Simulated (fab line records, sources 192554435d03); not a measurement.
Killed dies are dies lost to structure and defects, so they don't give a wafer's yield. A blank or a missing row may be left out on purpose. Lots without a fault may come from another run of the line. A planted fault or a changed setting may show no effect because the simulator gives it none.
fab line records | flow n5_finfet
record lots=9 wafers=27 last_day=18
route steps=1938 shown MOL_CONTACT_COAG@584 BEOL_M4@1111 PASSIVATION@1936
lots that met no fault: from a run of the same line without faults
start_h: hours from the record's first day to the start of the lot's first wafer shown | wait_h: hours since the lot's step before | " the same as in the row above | L1.1+2: a row that stands for several wafers | - no value, or no start given | * or withheld: withheld | < > ~ a bound
route shown NAME@n: a module of which the file shows steps, and the number in the route of the first | usual: mean/standard deviation of fault-free wafers | same: alike in all rows | chamber/n: place in a boat | sites: the reading at each site | _std_site: their standard deviation | _edge_site: outer sites' mean less inner sites' | radius_mm: how far each site lies from the wafer's centre | mask NAME#n: copy n | behind: the tool/chamber that last shaped the wafer | hold: why the lot was held/for how many hours/how that ended | device: the transistor (n, p or np) that didn't switch | end of line: the same wafers' tests at the end of the route | a step without rows: its recipe alone | killed: dies lost to structure and defects at the first sort, not the wafer's yield | map: a wafer's dies, x killed, . not, _ none there
set.NAME: the setting as run; set.NAME@STEP: as run at that earlier step | model.NAME: the simulator's own value behind a step, which no gauge read
steps of the route over a sample of lots; a table a step, a row a wafer
services: from which hour (start_h, from the record's first day; less than 0 if before it) a tool's chamber was out of use, for how many hours, and why
## steps
# step N5_MOL_CONTACT_COAG_ETCHBACK_135
# recipe chemistry=CHF3 target=SiO2 target_depth_a=250 time_s=16.7 ion_energy_ev=200 pressure_mtorr=30 source_w=610 bias_w=170 Ar_flow_sccm=200 CHF3_flow_sccm=50
# usual drypump_motor_current_A=5.7/0.47 oes_product_au=0.74/0.062 rf_vpp_V=523/3.7 showerhead_plenum_p_Torr=2.35/0.036 throttle_valve_pct=18.81/0.24
# columns lot.wafer tool chamber start_h wait_h drypump_motor_current_A oes_product_au rf_hours_counter_h rf_vpp_V showerhead_plenum_p_Torr throttle_valve_pct
L419.1 rie_diel-02 0 105.55 0.0 5.6 0.81 88 523 2.31 18.69
L419.2 " 1 " " 6.1 0.75 137 527 2.39 18.50
L419.3 " 2 " " 6.0 0.75 146 518 2.39 19.12
L420.3 rie_diel-01 3 110.37 0.0 4.8 0.74 169 528 2.38 18.89
L420.4 " 2 " " 5.7 0.68 240 519 2.35 19.17
L420.6 " 2 " " 5.7 0.68 - 519 2.35 19.15
L423.2 rie_diel-02 2 130.44 0.0 6.0 0.75 156 520 2.38 19.13
L423.4 " 3 " " 6.0 0.78 102 524 2.40 18.62
L423.6 " 3 " " 6.0 0.79 - 524 2.40 18.62
L425.3 rie_diel-05 1 147.66 0.0 6.0 0.71 243 529 2.34 18.78
L425.5 " 2 " " 5.1 0.73 - 526 2.28 18.79
L425.6 " 3 " " 5.8 0.71 - 523 2.36 19.13
L427.2 rie_diel-05 2 157.09 0.0 5.1 0.74 166 528 2.28 18.78
L427.5 " 3 " " 5.8 0.72 - 524 2.36 19.13
L427.6 " 2 " " 5.2 0.73 - 524 2.28 18.78
L438.1 rie_diel-01 2 221.84 0.0 5.7 0.93 23 519 2.34 18.78
L438.5 " 0 " " 6.5 0.85 - 526 2.32 18.31
L438.6 " 3 " " 4.8 0.72 - 526 2.36 18.96
L439.2 rie_diel-02 0 225.71 0.0 5.6 0.77 127 523 2.30 18.75
L439.5 " 0 " " 5.7 0.78 - 522 2.30 18.76
L439.6 " 3 " " 6.1 0.76 - 523 2.39 18.68
L440.1 rie_diel-02 1 237.39 0.0 6.1 0.70 180 529 2.37 18.57
L440.2 " 0 " " 5.6 0.77 131 522 2.29 18.75
L440.3 " 3 " " 6.1 0.75 136 523 2.39 18.67
L441.1 rie_diel-01 2 239.32 0.0 5.7 0.91 32 518 2.33 18.78
L441.2 " 0 " " 6.5 0.84 66 524 2.32 18.34
L441.4 " 3 " " 4.8 0.71 - 526 2.36 18.97
# step N5_MOL_CONTACT_COAG_COAT_63
# recipe resist=SiARC temp_c=220 time_s=60 spin_rpm=1500 resist_thk_nm=10
# usual spin_speed_rpm=1500.0/1
# columns lot.wafer tool chamber start_h wait_h spin_speed_rpm
L419.1 litho_track-01 0 105.96 - 1501.2
L419.2 " 0 " " 1501.4
L419.3 " 0 " " 1500.2
L420.3 litho_track-05 0 110.78 - 1502.2
L420.4 " 0 " " 1500.5
L420.6 " 0 " " 1501.1
L423.2 litho_track-01 0 130.85 - 1499.6
L423.4 " 0 " " 1499.7
L423.6 " 0 " " 1500.2
L425.3 litho_track-01 0 148.07 - 1548.1
L425.5 " 0 " " 1545.5
L425.6 " 0 " " 1549.1
L427.2 litho_track-01 0 157.50 - 1544.1
L427.5 " 0 " " 1545.5
L427.6 " 0 " " 1547.6
L438.1 litho_track-01 0 222.25 - 1499.9
L438.5 " 0 " " 1500.4
L438.6 " 0 " " 1498.7
L439.2 litho_track-03 0 226.12 - 1500.4
L439.5 " 0 " " 1498.6
L439.6 " 0 " " 1498.7
L440.1 litho_track-03 0 237.80 - 1499.9
L440.2 " 0 " " 1500.7
L440.3 " 0 " " 1499.0
L441.1 litho_track-01 0 239.74 - 1500.2
L441.2 " 0 " " 1499.1
L441.4 " 0 " " 1497.7
# step N5_MOL_CONTACT_COAG_DESCUM_45
# recipe chemistry=O2 time_s=7 source_power_w=50 bias_power_w=20 pressure_mtorr=20 rf_frequency_hz=2.712e+07 temp_c=40 resist=CAR-EUV o2_flow_sccm=225
# usual drypump_motor_current_A=5.7/0.43 oes_product_au=0.75/0.072 rf_vpp_V=242.6/0.96 showerhead_plenum_p_Torr=2.06/0.032 throttle_valve_pct=20.50/0.22
# columns lot.wafer tool chamber start_h wait_h drypump_motor_current_A oes_product_au rf_hours_counter_h rf_vpp_V showerhead_plenum_p_Torr throttle_valve_pct
L419.1 rie_diel-05 0 106.48 0.0 5.1 0.69 211 242.6 2.08 20.42
L419.2 " 2 " " 5.1 0.75 147 243.4 2.01 20.47
L419.3 " 3 " " 5.7 0.73 188 242.8 2.08 20.80
L420.3 rie_diel-05 0 111.18 0.0 5.1 0.69 212 241.7 2.08 20.42
L420.4 " 3 " " 5.7 0.72 188 242.1 2.08 20.81
L420.6 " 3 " " 5.7 0.72 - 243.8 2.08 20.82
L423.2 rie_diel-02 1 131.77 0.5 6.1 0.74 147 243.4 2.10 20.25
L423.4 " 3 " " 6.1 0.78 102 243.2 2.11 20.30
L423.6 " 3 " " 6.1 0.79 - 243.5 2.11 20.31
L425.3 rie_diel-02 3 148.90 0.4 6.0 0.78 107 242.7 2.11 20.30
L425.5 " 3 " " 6.0 0.78 - 242.8 2.11 20.30
L425.6 " 0 " " 5.6 0.80 - 242.8 2.03 20.43
L427.2 rie_diel-05 1 158.03 0.0 5.9 0.71 247 242.7 2.06 20.50
L427.5 " 0 " " 5.1 0.68 - 242.2 2.08 20.45
L427.6 " 3 " " 5.7 0.72 - 242.4 2.07 20.85
L438.1 rie_diel-02 0 222.65 0.0 5.6 0.77 127 241.8 2.02 20.49
L438.5 " 3 " " 6.1 0.75 - 241.9 2.10 20.35
L438.6 " 2 " " 5.9 0.72 - 242.8 2.07 20.83
L439.2 rie_diel-05 1 226.52 0.0 6.0 0.94 9 240.6 2.06 20.12
L439.5 " 2 " " 5.1 0.70 - 241.1 1.99 20.54
L439.6 " 3 " " 5.7 0.69 - 242.0 2.06 20.89
L440.1 rie_diel-05 2 238.68 0.4 5.2 0.70 201 241.9 1.99 20.56
L440.2 " 3 " " 5.7 0.69 240 243.2 2.06 20.90
L440.3 " 1 " " 6.0 0.93 15 243.7 2.05 20.13
L441.1 rie_diel-01 2 240.57 0.3 5.7 0.90 33 243.6 2.04 20.45
L441.2 " 0 " " 6.5 0.83 67 243.4 2.04 20.04
L441.4 " 2 " " 5.7 0.90 - 241.9 2.04 20.45
# step N5_MOL_CONTACT_COAG_ETCH_65
# recipe chemistry=N2/H2 target=underlayer target_depth_a=130 mask_material=CAR-EUV time_s=10.4 ion_energy_ev=200 pressure_mtorr=30 source_w=840 bias_w=150 n2_flow_sccm=200 h2_flow_sccm=200 ends=cleared
# usual drypump_motor_current_A=5.7/0.43 etch_rf_on_time_s=10.39/0.18 oes_product_au=0.64/0.062 rf_vpp_V=522.7/1.3 showerhead_plenum_p_Torr=2.50/0.038 throttle_valve_pct=17.91/0.24
# columns lot.wafer tool chamber start_h wait_h drypump_motor_current_A etch_rf_on_time_s oes_product_au rf_hours_counter_h rf_vpp_V showerhead_plenum_p_Torr throttle_valve_pct
L419.1 rie_diel-05 0 106.52 0.0 5.1 10.46 0.60 211 523.2 2.52 17.84
L419.2 " 2 " " 5.1 10.22 0.64 147 520.8 2.45 17.92
L419.3 " 3 " " 5.7 10.46 0.62 188 524.5 2.52 18.19
L420.3 rie_diel-05 0 111.22 0.0 5.1 10.51 0.59 212 523.6 2.52 17.82
L420.4 " 3 " " 5.7 10.59 0.61 188 521.6 2.52 18.17
L420.6 " 3 " " 5.7 10.45 0.62 - 522.2 2.52 18.18
L423.2 rie_diel-02 1 131.81 0.0 6.1 10.30 0.63 147 523.7 2.56 17.70
L423.4 " 3 " " 6.1 10.18 0.68 102 524.8 2.57 17.74
L423.6 " 3 " " 6.1 10.17 0.69 - 524.5 2.57 17.72
L425.3 rie_diel-02 3 148.93 0.0 6.1 10.25 0.68 107 524.7 2.56 17.74
L425.5 " 3 " " 6.0 10.20 0.66 - 524.1 2.56 17.71
L425.6 " 0 " " 5.6 10.24 0.67 - 520.5 2.46 17.77
L427.2 rie_diel-05 1 158.06 0.0 6.0 10.30 0.61 247 521.6 2.49 17.83
L427.5 " 0 " " 5.1 10.60 0.59 - 520.9 2.52 17.85
L427.6 " 3 " " 5.8 10.61 0.61 - 521.5 2.51 18.20
L438.1 rie_diel-02 0 222.68 0.0 5.6 10.27 0.65 127 521.3 2.45 17.82
L438.5 " 3 " " 6.0 10.33 0.64 - 523.3 2.55 17.77
L438.6 " 2 " " 5.9 10.82 0.60 - 523.3 2.53 18.31
L439.2 rie_diel-05 1 226.55 0.0 6.0 10.18 0.80 9 521.6 2.48 17.42
L439.5 " 2 " " 5.1 10.31 0.59 - 520.6 2.43 18.03
L439.6 " 3 " " 5.8 10.70 0.58 - 524.0 2.50 18.24
L440.1 rie_diel-05 2 238.71 0.0 5.2 10.30 0.60 201 519.8 2.42 18.03
L440.2 " 3 " " 5.8 10.49 0.58 240 524.0 2.50 18.26
L440.3 " 1 " " 6.0 10.14 0.78 15 522.6 2.48 17.41
L441.1 rie_diel-01 2 240.60 0.0 5.7 10.10 0.78 33 522.9 2.49 17.82
L441.2 " 0 " " 6.5 10.51 0.71 67 521.5 2.48 17.46
L441.4 " 2 " " 5.7 10.11 0.77 - 524.7 2.49 17.83
# step N5_BEOL_M4_RC_MEAS_101
# usual DIBL_N=36.5/1.4 DIBL_P=36.5/1.6 IOFF_N=0.163/0.022 IOFF_P=0.219/0.029 ION_N=675/8.3 ION_P=464/6.2 SS_N=71.5/0.52 SS_P=73.4/0.57 VT_N=249.7/2.6 VT_P=-250/3
# columns lot.wafer tool chamber start_h wait_h DIBL_N[mV/V] DIBL_P[mV/V] IOFF_N[nA/um] IOFF_P[nA/um] ION_N[uA/um] ION_P[uA/um] SS_N[mV/dec] SS_P[mV/dec] VT_N[mV] VT_P[mV]
L419.1 prober-01 0 171.17 0.0 38.3 37.0 0.170 0.252 673 472 71.9 73.3 252.2 -249
L419.2 " 0 " " 36.7 34.9 0.139 0.215 661 462 71.2 73.9 254.3 -248
L419.3 " 0 " " 36.8 34.5 0.136 0.199 669 468 70.9 73.2 253.8 -249
L420.3 prober-01 0 183.48 0.3 37.4 38.1 0.189 0.216 673 455 72.7 73.7 247.7 -251
L420.4 " 0 " " 34.2 34.8 0.134 0.174 666 453 71.4 73.3 251.4 -255
L420.6 " 0 " " 36.5 38.0 0.174 0.213 676 461 72.3 73.4 250.6 -251
L423.2 prober-02 0 201.75 0.2 35.2 34.1 0.142 0.178 667 462 71.2 73.3 253.4 -255
L423.4 " 0 " " 37.9 36.5 0.191 0.215 691 463 72.1 73.6 248.8 -253
L423.6 " 0 " " 36.1 35.4 0.153 0.193 671 459 71.2 73.2 251.1 -253
L425.3 prober-01 0 213.32 0.3 36.9 36.2 0.172 0.197 666 454 72.1 73.3 251.5 -250
L425.5 " 0 " " 35.8 35.2 0.154 0.188 666 454 70.6 73.4 250.5 -251
L425.6 " 0 " " 36.2 36.4 0.173 0.200 682 462 71.4 73.0 249.3 -251
L427.2 prober-02 0 240.40 0.2 38.6 37.9 0.185 0.256 682 467 72.0 74.1 248.0 -250
L427.5 " 0 " " 36.2 34.9 0.140 0.201 674 464 71.2 73.1 251.5 -250
L427.6 " 0 " " 37.8 37.6 0.179 0.246 683 475 71.0 73.8 251.6 -249
L438.1 prober-02 0 290.68 0.0 38.5 38.0 0.175 0.240 681 464 71.3 74.3 250.5 -247
L438.5 " 0 " " 38.7 37.9 0.184 0.244 666 460 71.4 74.3 248.6 -248
L438.6 " 0 " " 38.1 37.6 0.174 0.248 685 471 71.4 74.0 247.6 -247
L439.2 prober-01 0 298.36 0.2 35.9 37.2 0.158 0.203 675 467 71.4 73.2 251.6 -253
L439.5 " 0 " " 34.6 35.2 0.136 0.166 668 458 70.9 73.3 251.9 -258
L439.6 " 0 " " 36.0 37.6 0.166 0.203 682 463 71.8 73.5 249.8 -252
L440.1 prober-02 0 310.36 0.0 35.7 37.9 0.170 0.230 681 472 72.5 73.4 250.1 -248
L440.2 " 0 " " 33.3 34.6 0.127 0.184 675 467 71.0 72.6 252.1 -251
L440.3 " 0 " " 35.0 36.6 0.151 0.217 675 465 71.1 73.3 250.0 -249
L441.1 prober-02 0 316.72 0.0 36.6 35.7 0.149 0.218 661 460 71.8 73.4 251.6 -250
L441.2 " 0 " " 37.2 36.7 0.164 0.243 665 458 72.8 73.9 250.0 -248
L441.4 " 0 " " 34.9 33.8 0.132 0.196 667 467 71.7 72.7 254.0 -251
# step N5_PASSIVATION_PROBE_49
# usual defect_limited_yield=91.2/1.6 killed_at_M0_to_M3=33/11 killed_at_M4_up=15/6.2 killed_at_contacts=15/7.1 killed_at_front_end=38/12 killed_at_other=4/3.5 killed_dies=104/19 killed_on_rim=14/4 killed_open=69/14 killed_short=34/8.5 sort_bin_5_function=5.2/0.99 sort_bin_6_memory=3.3/0.77 sort_n_pass=1076/19 sort_yield_pct=91.2/1.6
# same gross_dies=1180 killed_at_back_side=0 sort_bin_4_leakage[%]=0 sort_bin_8_speed[%]=0
# columns lot.wafer tool chamber start_h wait_h defect_limited_yield[%] killed_at_M0_to_M3 killed_at_M4_up killed_at_contacts killed_at_front_end killed_at_other killed_dies killed_on_rim killed_open killed_short sort_bin_5_function[%] sort_bin_6_memory[%] sort_n_pass sort_yield_pct[%]
L419.1 prober-02 - 279.51 0.0 90.0 19 13 31 51 4 118 18 84 34 7.0 2.9 1062 90.0
L419.2 prober-02 - 279.56 0.1 91.8 23 16 34 21 3 97 13 71 26 3.5 4.4 1083 91.8
L419.3 prober-02 - 279.61 0.1 89.6 32 10 25 44 12 123 16 79 42 6.4 3.7 1057 89.6
L423.2 prober-01 - 310.10 0.1 89.2 38 20 11 58 0 127 13 88 37 5.9 4.6 1053 89.2
L423.6 prober-01 - 310.30 0.3 87.0 42 34 23 53 1 153 12 105 46 7.5 4.9 1027 87.0
L427.2 prober-01 - 343.91 0.1 91.2 36 25 19 22 2 104 18 72 29 4.7 3.6 1076 91.2
L427.5 prober-01 - 344.06 0.2 92.2 31 14 21 25 1 92 9 65 24 4.7 3.0 1088 92.2
L427.6 prober-01 - 344.11 0.3 91.3 27 24 18 26 8 103 18 71 29 5.3 3.1 1077 91.3
L439.2 prober-02 - 413.17 0.1 89.0 52 14 21 32 11 130 21 74 55 6.9 3.8 1050 89.0
L439.5 prober-02 - 413.32 0.2 88.9 60 13 20 28 10 131 11 86 43 6.0 4.4 1049 88.9
L439.6 prober-02 - 413.37 0.3 88.1 74 17 14 25 11 141 16 79 61 7.5 3.8 1039 88.1
# killed by level:class
L419.1 MOL_CONTACT_COAG:geometric_particle:open=28 STI_FIN_REVEAL:geometric_particle:open=12 GATE_CUT:geometric_particle:short=7 BEOL_M4:geometric_particle:open=6 ILD0:geometric_particle:short=5 FIN_SAQP:geometric_particle:open=4 DUMMY_GATE:geometric_particle:short=4 GATE_CUT:geometric_particle:open=4
L419.2 MOL_CONTACT_COAG:geometric_particle:open=31 BEOL_M1:geometric_particle:open=6 BEOL_M4:geometric_particle:open=6 STI_FIN_REVEAL:geometric_particle:open=4 BEOL_M1:geometric_particle:short=4 BEOL_M3:geometric_particle:short=4 BEOL_M3:geometric_particle:open=4 STARTING-WAFER:geometric_particle:short=4
L419.3 MOL_CONTACT_COAG:geometric_particle:open=18 BEOL_M0_SAQP:geometric_particle:short=10 STI_FIN_REVEAL:geometric_particle:open=7 MOL_CONTACT_COAG:geometric_particle:short=7 STARTING-WAFER:geometric_particle:open=7 FIN_SAQP:geometric_particle:open=6 BEOL_M1:geometric_particle:open=6 GATE_CUT:geometric_particle:short=5
L423.2 STI_FIN_REVEAL:geometric_particle:open=21 BEOL_M1:geometric_particle:open=13 FIN_SAQP:geometric_particle:open=10 BEOL_M4:geometric_particle:open=9 FIN_SAQP:geometric_particle:short=7 BEOL_M3:geometric_particle:open=7 STI_FIN_REVEAL:geometric_particle:short=6 MOL_CONTACT_COAG:geometric_particle:open=6
L423.6 MOL_CONTACT_COAG:geometric_particle:open=17 BEOL_M4:geometric_particle:open=16 FIN_SAQP:geometric_particle:open=13 STI_FIN_REVEAL:geometric_particle:open=12 BEOL_M2:geometric_particle:open=11 FIN_SAQP:geometric_particle:short=9 BEOL_M1:geometric_particle:open=7 BEOL_M0_SAQP:geometric_particle:short=7
L427.2 MOL_CONTACT_COAG:geometric_particle:open=12 BEOL_M2:geometric_particle:open=12 BEOL_M4:geometric_particle:open=9 BEOL_M0_SAQP:geometric_particle:open=8 MOL_CONTACT_COAG:geometric_particle:short=7 BEOL_M3:geometric_particle:open=6 BEOL_M0_SAQP:geometric_particle:short=5 BEOL_M4:geometric_particle:short=5
L427.5 MOL_CONTACT_COAG:geometric_particle:open=17 BEOL_M2:geometric_particle:open=12 BEOL_M0_SAQP:geometric_particle:open=6 GATE_CUT:geometric_particle:short=5 BEOL_M4:geometric_particle:open=5 BEOL_M4:geometric_particle:short=4 MOL_CONTACT_COAG:geometric_particle:short=4 BEOL_M3:geometric_particle:open=4
L427.6 MOL_CONTACT_COAG:geometric_particle:open=16 BEOL_M2:geometric_particle:open=9 BEOL_M4:geometric_particle:open=9 GATE_CUT:geometric_particle:short=7 BEOL_M0_SAQP:geometric_particle:short=6 FIN_SAQP:geometric_particle:open=5 BEOL_M0_SAQP:geometric_particle:open=5 PAD_METAL:geometric_particle:open=5
L439.2 MOL_CONTACT_COAG:geometric_particle:open=16 BEOL_M0_SAQP:geometric_particle:short=16 BEOL_M0_SAQP:geometric_particle:open=12 BEOL_M3:geometric_particle:open=10 DUMMY_GATE:geometric_particle:open=6 GATE_CUT:geometric_particle:short=6 MOL_CONTACT_COAG:geometric_particle:short=5 GATE_CUT:geometric_particle:open=4
L439.5 BEOL_M0_SAQP:geometric_particle:open=17 MOL_CONTACT_COAG:geometric_particle:open=15 BEOL_M0_SAQP:geometric_particle:short=12 BEOL_M3:geometric_particle:open=10 FIN_SAQP:geometric_particle:open=7 BEOL_M1:geometric_particle:open=7 BEOL_M4:geometric_particle:open=5 MOL_CONTACT_COAG:geometric_particle:short=5
L439.6 BEOL_M0_SAQP:geometric_particle:short=29 BEOL_M0_SAQP:geometric_particle:open=24 MOL_CONTACT_COAG:geometric_particle:open=12 BEOL_M1:geometric_particle:open=7 FIN_SAQP:geometric_particle:open=6 BEOL_M3:geometric_particle:open=4 BEOL_M4:geometric_particle:short=4 BEOL_M2:geometric_particle:short=4
## services
# columns tool chamber start_h hours kind
rie_diel-01 1 88.68 15.3 repair
rie_diel-01 1 126.77 8.7 repair
rie_diel-01 2 136.93 - clean
rie_diel-01 2 136.93 - consumable_replace:focus_ring
rie_diel-01 2 136.93 22.3 scheduled_down
rie_diel-01 2 136.93 22.3 vent_cycle
rie_diel-05 0 141.50 9.7 repair
rie_diel-05 1 163.92 15.8 repair
rie_diel-05 1 184.07 - clean
rie_diel-05 1 184.07 - consumable_replace:focus_ring
rie_diel-05 1 184.07 21.9 scheduled_down
rie_diel-05 1 184.07 21.9 vent_cycle
rie_diel-01 0 205.00 10.7 repair
rie_diel-05 3 217.36 2.8 repair
rie_diel-05 0 221.67 - clean
rie_diel-05 0 221.67 - consumable_replace:focus_ring
rie_diel-05 0 221.67 19.9 scheduled_down
rie_diel-05 0 221.67 19.9 vent_cycle
rie_diel-01 1 226.12 7.0 repair
litho_track-03 - 230.39 - consumable_replace:filter
rie_diel-01 1 233.20 - clean
rie_diel-01 1 233.20 - consumable_replace:focus_ring
rie_diel-01 1 233.20 23.2 scheduled_down
rie_diel-01 1 233.20 23.2 vent_cycle
## key
first_sign step=N5_MOL_CONTACT_COAG_COAT_63 reading=spin_speed_rpm direction=up sigmas=45 usual=* struck=*
effect none on later readings
met_at N5_MOL_CONTACT_COAG_COAT_63
struck_lots L425,L427
not_acting_at N5_MOL_CONTACT_COAG_ETCHBACK_135,N5_MOL_CONTACT_COAG_DESCUM_45,N5_MOL_CONTACT_COAG_ETCH_65
onset_between 130.85 148.07
fault kind=process_parameter_drift tool=litho_track-01 chamber=- onset_h=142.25 steps=N5_MOL_CONTACT_COAG_COAT_63 channel=spin_rpm offset=* shape=step end_h=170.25 acts_in=* stated=*
